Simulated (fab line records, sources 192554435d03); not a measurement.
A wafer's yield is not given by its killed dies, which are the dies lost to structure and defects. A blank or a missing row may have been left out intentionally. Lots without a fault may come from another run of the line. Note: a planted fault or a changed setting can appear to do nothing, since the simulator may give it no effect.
Chamber matching | flow n5Finfet | N5_BEOL_M9_CMP_52 on cmp-01: 4 sister chambers
The step polishes, stops on SiCOH lowk, t overpolish 7 s, target thk 140 nm. 8 wafers are shown with their chamber, then 8 later ones without.

== WAFERS PAIRED WITH THEIR CHAMBERS ==
wafer  | chamber | motorCurrentA (A) | timeToEndpointS (s)
L080.6 | 3       | 5.2               | 64
L082.2 | 1       | 6.4               | 64
L082.4 | 2       | 4.8               | 63
L082.5 | 0       | 5.9               | 71
L081.3 | 3       | 5.1               | 69
L081.5 | 1       | 6.5               | 66
L081.6 | 2       | 4.9               | 63
L086.2 | 0       | 6.2               | 71

== WAFERS MISSING THEIR CHAMBER ==
wafer  | motorCurrentA (A) | timeToEndpointS (s)
L086.3 | 6.4               | 64
L086.4 | 4.9               | 61
L089.1 | 6.1               | 70
L089.5 | 6.4               | 68
L089.6 | 4.9               | 64
L094.3 | 6.0               | 71
L094.4 | 6.9               | 66
L094.6 | 4.9               | 62

== EACH ONE'S CHAMBER ==
wafer  | from the rows above     | in truth
L086.3 | 1                       | 1
L086.4 | 2                       | 2
L089.1 | 0                       | 0
L089.5 | can't be placed: 1 or 0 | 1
L089.6 | can't be placed: 2 or 3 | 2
L094.3 | 0                       | 0
L094.4 | 1                       | 1
L094.6 | 2                       | 2
Placed correctly: 6 of 8. From these rows, 2 cannot be placed; in 2 the true chamber is one of the candidates. 0 placed wrongly.
How it was worked out, from the rows above alone: a wafer's distance from a chamber is the root of the sum, over the readings, of the square of ((its reading less the chamber's mean) divided by the reading's scatter). The wafer belongs to the nearest chamber; if the next one is less than 2 further off, it can't be placed. The mean given for a chamber averages the wafers shown for that chamber. The scatter: take each reading less its chamber's mean, square it, sum over the shown wafers, divide by the number of wafers less the number of chambers, and take the root.
